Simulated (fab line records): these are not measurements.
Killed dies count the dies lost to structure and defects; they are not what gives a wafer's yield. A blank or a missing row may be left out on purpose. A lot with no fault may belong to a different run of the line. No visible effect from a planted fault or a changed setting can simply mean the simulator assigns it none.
What tool caused it? -- flow nandHarc -- 39 wafers from 13 lots sampled at 4 of the route's 1159 steps

== WHAT EACH GAUGE READ, for each wafer ==
The record lacks any reading of a measuring or inspecting step that a usual standard deviation could be used to judge.

== TOOL THAT RAN EACH LOT (tool first, then ch and the chambers of the sampled wafers, then the start) ==
lot,NHARC_A_CONTACT_ETCH_138,NHARC_A_CONTACT_ETCH_139,NHARC_A_BLC_SOFTBAKE_05,NHARC_A_BLC_DESCUM_15
L518,"harCapEtch-01 ch 0,1, day 17 10:56","harCapEtch-01 ch 0,1, day 17 11:07","lithoTrack-01 ch 0, day 17 23:00","rieDiel-09 ch 0,1,2, day 17 23:43"
L521,"harCapEtch-02 ch 1, day 17 14:48","harCapEtch-02 ch 1, day 17 14:55","lithoTrack-01 ch 0, day 17 23:00","rieDiel-04 ch 1,2, day 18 00:20"
L519,"harCapEtch-03 ch 0,1, day 17 15:56","harCapEtch-03 ch 0,1, day 17 16:04","lithoTrack-04 ch 0, day 18 00:00","rieDiel-13 ch 1,2, day 18 01:14"
L520,"harCapEtch-01 ch 0,1, day 17 22:23","harCapEtch-01 ch 0,1, day 17 22:31","lithoTrack-06 ch 0, day 18 07:00","rieDiel-04 ch 0,1,3, day 18 07:49"
L522,"harCapEtch-03 ch 0,1, day 18 01:43","harCapEtch-03 ch 0,1, day 18 01:51","lithoTrack-01 ch 0, day 18 08:00","rieDiel-04 ch 0,2,3, day 18 08:59"
L523,"harCapEtch-02 ch 0,1, day 18 14:53","harCapEtch-02 ch 0,1, day 18 15:01","lithoTrack-06 ch 0, day 18 19:00","rieDiel-04 ch 2,3, day 18 19:54"
L530,"harCapEtch-03 ch 0,1, day 20 01:59","harCapEtch-03 ch 0,1, day 20 02:08","lithoTrack-06 ch 0, day 20 05:00","rieDiel-13 ch 0,1,2, day 20 06:18"
L529,"harCapEtch-03 ch 1, day 20 03:28","harCapEtch-03 ch 1, day 20 03:40","lithoTrack-06 ch 0, day 20 10:00","rieDiel-13 ch 0,3, day 20 11:26"
L533,"harCapEtch-01 ch 0,1, day 20 17:20","harCapEtch-01 ch 0,1, day 20 17:27","lithoTrack-04 ch 0, day 21 04:00","rieDiel-04 ch 0,2, day 21 04:35"
L538,"harCapEtch-01 ch 0,1, day 21 09:34","harCapEtch-01 ch 0,1, day 21 09:44","lithoTrack-01 ch 0, day 21 13:00","rieDiel-04 ch 0,2,3, day 21 13:57"
L539,"harCapEtch-01 ch 0,1, day 21 13:50","harCapEtch-01 ch 0,1, day 21 13:57","lithoTrack-01 ch 0, day 21 17:00","rieDiel-04 ch 0,2,3, day 21 17:50"
L537,"harCapEtch-01 ch 0,1, day 22 00:19","harCapEtch-01 ch 0,1, day 22 00:26","lithoTrack-01 ch 0, day 22 05:00","rieDiel-13 ch 0,2,3, day 22 06:22"
L540,"harCapEtch-02 ch 0,1, day 22 02:01","harCapEtch-02 ch 0,1, day 22 02:08","lithoTrack-01 ch 0, day 22 06:00","rieDiel-09 ch 1,2,3, day 22 06:46"
- NHARC_A_CONTACT_ETCH_138: etches the open film in C4F8/O2/Ar, time 132 s, target depth 1289 nm.
- NHARC_A_CONTACT_ETCH_139: etches the open film in C4F8/O2/Ar, time 137 s, target depth 590 nm.
- NHARC_A_BLC_SOFTBAKE_05: time 55 s.
- NHARC_A_BLC_DESCUM_15: chemistry O2, time 3 s.

== AS READ BY THE TOOLS THEMSELVES (means over the sampled wafers that have a number; for cases with no such wafer, the mark the record gives instead) ==
NHARC_A_BLC_SOFTBAKE_05.
lot,tool,exhaustPa (Pa),heaterPowerTotalW (W),plateTempC (C),resistLineTempC (C)
L518,lithoTrack-01,46.2,188.46,105.14,22.92
L521,lithoTrack-01,44.9,188.40,104.87,23.03
L519,lithoTrack-04,44.6,188.39,104.94,22.96
L520,lithoTrack-06,44.5,188.45,104.92,23.02
L522,lithoTrack-01,45.4,188.49,105.12,23.16
L523,lithoTrack-06,46.3,188.46,105.00,22.86
L530,lithoTrack-06,45.7,183.51,105.07,22.99
L529,lithoTrack-06,45.7,183.58,105.10,23.00
L533,lithoTrack-04,44.6,188.38,104.99,23.09
L538,lithoTrack-01,45.2,188.43,104.92,22.97
L539,lithoTrack-01,45.8,188.43,104.92,22.89
L537,lithoTrack-01,44.6,188.42,105.09,22.98
L540,lithoTrack-01,44.3,188.37,104.80,23.10

NHARC_A_BLC_DESCUM_15.
lot,tool,drypumpMotorCurrentA (A),oesProductAu (a.u.),rfVppV (V),showerheadPlenumPTorr (Torr),throttleValvePct (%)
L518,rieDiel-09,5.8,0.989,57.1,1.87,11.326
L521,rieDiel-04,6.0,1.001,57.2,1.89,11.312
L519,rieDiel-13,6.1,0.999,58.3,2.03,11.304
L520,rieDiel-04,5.9,1.002,58.5,1.91,11.308
L522,rieDiel-04,5.6,1.007,57.8,1.90,11.311
L523,rieDiel-04,5.7,1.011,58.3,1.88,11.316
L530,rieDiel-13,5.7,0.997,58.4,2.01,11.308
L529,rieDiel-13,5.6,0.996,58.0,2.05,11.309
L533,rieDiel-04,5.5,1.005,57.7,1.89,11.308
L538,rieDiel-04,5.6,1.003,57.8,1.90,11.308
L539,rieDiel-04,5.6,0.999,57.4,1.90,11.313
L537,rieDiel-13,5.6,1.002,57.9,2.04,11.313
L540,rieDiel-09,5.9,0.992,57.1,1.93,11.313

== THE ANSWER, worked out from the rows above alone ==
Rule: usual is defined by the lots themselves. The widest of any qualifying gaps counts: lots, ordered by their means at a reading, are off when they make up no more than a third of the lots, leave a main group of 4 or more, and stand apart from it by 3 or more times the standard deviation of that group's means. If all means in a main group match to the digits the tables above print for the reading, that group is not used. A lot without any number at a reading at which 4 lots or more have one is off too. Any other lot the step has rows for is counted as sound. First the gauges in route order, then the tools' own readings, where a lot's mean is used as printed above. The first step at which some lot is off is used, and at that step the reading that is off furthest; a lot without a number counts as furthest.
Off, at NHARC_A_BLC_SOFTBAKE_05 on heaterPowerTotalW: L530, L529. The main group has a mean of 188.43 W with a standard deviation of 0.036.
If a tool, at that step or one of the process steps before it, ran each lot that is off and ran no sound lot following the first of them, it fits. 2 tools fit, harCapEtch-03 at NHARC_A_CONTACT_ETCH_138 and NHARC_A_CONTACT_ETCH_139 and lithoTrack-06 at NHARC_A_BLC_SOFTBAKE_05, so this cannot tell which one it is.

== WHAT WAS PUT IN BY THE SIMULATOR ==
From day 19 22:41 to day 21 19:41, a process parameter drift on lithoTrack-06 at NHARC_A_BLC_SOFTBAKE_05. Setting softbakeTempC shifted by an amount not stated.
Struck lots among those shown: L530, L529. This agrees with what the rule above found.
